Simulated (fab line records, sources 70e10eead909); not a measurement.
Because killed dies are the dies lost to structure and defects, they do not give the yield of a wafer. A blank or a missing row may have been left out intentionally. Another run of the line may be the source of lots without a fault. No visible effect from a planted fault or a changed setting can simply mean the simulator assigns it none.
8D (eight disciplines) problem report, filled in by code    flow nandHarc    the parts of the form that need people (team, actions taken, sign-off) are left out

== 1. THE ISSUE ==
At NHARC_A_STAIRCASE_EXPOSE_286, exposureDoseMJCm2 averages 26.101 over 6 wafers from 2 lots, while fault-free wafers read 25.004, standard deviation 0.022. Relative to the usual mean, that is a shift of +50 standard deviations.
The step: exposes mask CHOP 100.
Earliest sighting: wafer L735.2 on krfScanner-04 at day 20 16:19. Wafers with a number at this step in the record: 36, from 12 lots. By rule, "out" or "out of limits" means more than 4 standard deviations away from the usual mean. The rest of the wafers with a number are treated as sound.

== 2. WHAT THIS IS AND IS NOT ==
question                     is                      is not
which readings at this step  exposureDoseMJCm2       -
which lots                   L735, L738              L726, L727, L728, L729, L734, L739, L740, L741, L744, L749
which wafers of those lots   all that have a number  -
read on which tools          krfScanner-04           krfScanner-01, krfScanner-03
when                         from day 20 16:19       up to then (15 sound wafers); but 15 sound wafers of L739, L740, L741, L744, L749 came after

== 3. SUSPECTS, AND WHAT RULES EACH OUT ==
Counting: a tool at any process step up to the reading remains a suspect when it ran all the lots that are out and ran no sound lot after the first of those.
- krfScanner-04 at NHARC_A_STAIRCASE_EXPOSE_286 (exposes mask CHOP 100): kept. It ran every lot that is out, first L735 (day 20 16:19), and no sound lot after that; its last sound lot up to then is L734 (day 19 22:14). Out on those wafers are its own readings of exposureDoseMJCm2.
The count leaves krfScanner-04 at NHARC_A_STAIRCASE_EXPOSE_286.

== 4. THE CAUSE (what the simulator had put in) ==
Process parameter drift: krfScanner-04, from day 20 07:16 on, at NHARC_A_STAIRCASE_EXPOSE_286. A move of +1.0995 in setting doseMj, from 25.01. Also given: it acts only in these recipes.
Counting left only this tool.

== 5. SEQUENCE OF EFFECTS, ordered by route ==
Each row: a reading where the mean over the struck wafers with a number is more than 3 standard deviations away from the usual. Scope: only readings with a usual standard deviation given in the record; hours: median across lots of the time from each lot's start at the first step in this table that gives one to its start at this step; sigmas: change in usual standard deviations.
hours  step                          reading            usual   on struck wafers  change  sigmas
0      NHARC_A_STAIRCASE_EXPOSE_286  exposureDoseMJCm2  25.004  26.101            +1.097  +50
Here are the process steps it includes:
- NHARC_A_STAIRCASE_EXPOSE_286: exposes mask CHOP 100.

== 6. WHAT WOULD HAVE CAUGHT IT SOONER ==
9 hours passed between the start of the fault at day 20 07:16 and the first reading out of limits in this record, taken at day 20 16:19.
